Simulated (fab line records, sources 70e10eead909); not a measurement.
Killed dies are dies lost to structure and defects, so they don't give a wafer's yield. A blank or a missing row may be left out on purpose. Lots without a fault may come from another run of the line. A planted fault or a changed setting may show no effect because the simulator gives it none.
A struck lot beside a sound one | flow nand_harc | 14 steps out of a route of 1302
Sound: wafers L889.2, L889.5, L889.6. Struck: wafers L893.1, L893.2, L893.3. The cause comes at the end.
At each step with rows: each side's tool, then ch and its chambers, then its first start. Under that, the readings that differ: sound wafers | struck wafers | difference of the means | sigmas: that difference in standard deviations of wafers without a fault.
alike: readings whose means differ by less than 2 such deviations, and words and numbers that are the same on both sides. not compared: withheld readings, readings that some wafer has no value for, bounds like >300 that may hide the same value, and numbers for which the record gives no deviation and whose values overlap.
The two part at a step that has a row with sigmas, a row that says differs or no value, or rows on one side only. Numbers that don't overlap but have no deviation are shown without sigmas and don't part them. A reading that every wafer of one side lacks parts them only if that side has two wafers or more.

first, 4 steps without rows for these wafers: NHARC_P_M2_PRE_CLEAN_30 (time 30 s); NHARC_P_M2_PVD_20 (deposits TaN, target thk 5 nm, time 8.06 s); NHARC_P_M2_PVD_21 (deposits Cu, target thk 30 nm, time 20.49 s); NHARC_P_M2_ECD_22 (material Cu, target thk 400 nm).
NHARC_P_M2_ANNEAL_31: time 90 s.
  sound on rtp_anneal-01 ch 0, day 9 19:32; struck on rtp_anneal-01 ch 0, day 11 02:54
  alike: wafer_temp_C_max
NHARC_P_M2_CMP_23: polishes, t overpolish 20 s, target thk 144.3 nm.
  sound on cmp-02 ch 0,3, day 9 19:52; struck on cmp-02 ch 0,1,2, day 11 03:16
  alike: motor_current_A, retaining_ring_pressure_frac, time_to_endpoint_s
NHARC_P_M2_THK_MEAS_24: measures by xrf.
  sound on film_metro-01, day 9 20:10; struck on film_metro-02, day 11 03:34
  alike: thk_nm
then, 1 step without rows for these wafers: NHARC_P_M2_SRD_25.
NHARC_P_M2_INSPECT_27:
  sound on defect_inspect-01, day 9 20:19; struck on defect_inspect-02, day 11 03:43
  alike: raw_defect_count
NHARC_P_M2_PRE_CLEAN_32: time 12 s.
  sound on pecvd-04 ch 0,1,2, day 9 20:25; struck on pecvd-03 ch 0,1,2, day 11 03:47
  alike: heater_power_w, susceptor_temp_C
NHARC_P_M2_DEP_33: deposits SiCN, target thk 30 nm.
  sound on pecvd-04 ch 0,1,2, day 9 20:32; struck on pecvd-03 ch 0,1,2, day 11 03:52
  alike: chamber_pressure_Torr, heater_power_w, susceptor_temp_C
NHARC_P_BONDPAD_DEP_00: deposits SiCN, target thk 250 nm.
  sound on pecvd-02 ch 1,2, day 9 20:52; struck on pecvd-04 ch 0,1,2, day 11 04:52
  alike: chamber_pressure_Torr, heater_power_w, susceptor_temp_C
NHARC_P_BONDPAD_CMP_32: polishes SiCN, target thk 200 nm.
  sound on cmp-04 ch 0,1, day 9 21:19; struck on cmp-01 ch 0,1,2, day 11 05:31
  reading                      | sound             | struck            | difference | sigmas
  retaining_ring_pressure_frac | 0.991 0.990 0.998 | 1.006 1.008 0.998 | +0.011     | +2
  alike: motor_current_A
then, 1 step without rows for these wafers: NHARC_END_SORT_01.

WHERE THEY PART
Only at NHARC_P_BONDPAD_CMP_32, within this record.

WHY: what the simulator had put in
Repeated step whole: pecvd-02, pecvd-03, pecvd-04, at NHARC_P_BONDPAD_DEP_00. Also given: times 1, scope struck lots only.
